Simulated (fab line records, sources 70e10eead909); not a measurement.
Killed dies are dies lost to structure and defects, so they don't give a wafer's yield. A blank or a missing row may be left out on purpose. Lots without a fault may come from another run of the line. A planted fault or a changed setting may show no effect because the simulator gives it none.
Matching of chambers + flow nandHarc + NHARC_A_STAIRCASE_DEP_325 on pecvd-02: 3 sister chambers
The step deposits SiO2, target thk 7200 nm. 6 wafers are shown with their chamber, then 11 later ones without.

EACH WAFER AND ITS CHAMBER
| wafer  | chamber | heaterPowerW (W) |
|--------|---------|------------------|
| L082.5 | 1       | 635              |
| L086.6 | 0       | 543              |
| L088.1 | 0       | 573              |
| L088.2 | 2       | 758              |
| L088.3 | 1       | 700              |
| L090.3 | 2       | 732              |

WAFERS WITH NO CHAMBER GIVEN
| wafer  | heaterPowerW (W) |
|--------|------------------|
| L090.4 | 559              |
| L090.6 | 623              |
| L096.1 | 665              |
| L096.2 | 723              |
| L096.6 | 668              |
| L096.3 | 559              |
| L096.4 | 590              |
| L096.5 | 535              |
| L097.1 | 696              |
| L097.5 | 528              |
| L097.6 | 603              |

CHAMBER TAKEN BY EACH
| wafer  | from the rows above     | in truth                   |
|--------|-------------------------|----------------------------|
| L090.4 | 0                       | 0                          |
| L090.6 | can't be placed: 1 or 0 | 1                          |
| L096.1 | 1                       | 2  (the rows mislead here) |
| L096.2 | can't be placed: 2 or 1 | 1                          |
| L096.6 | 1                       | 1                          |
| L096.3 | 0                       | 0                          |
| L096.4 | can't be placed: 0 or 1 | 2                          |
| L096.5 | 0                       | 0                          |
| L097.1 | can't be placed: 1 or 2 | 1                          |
| L097.5 | 0                       | 0                          |
| L097.6 | can't be placed: 0 or 1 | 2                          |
Correctly placed: 5 of 11. These rows do not allow placing 5 (true chamber among the candidates in 3). Wrongly placed: 1.
How it was worked out, from the rows above alone: a wafer's distance from a chamber is the root of the sum, over the readings, of the square of ((its reading less the chamber's mean) divided by the reading's scatter). The wafer belongs to the nearest chamber; if the next one is less than 2 further off, it can't be placed. A chamber's mean is the mean of its shown wafers. The scatter: the root of (the sum of the squares of (reading less its chamber's mean) over the shown wafers, divided by (wafers less chambers)).
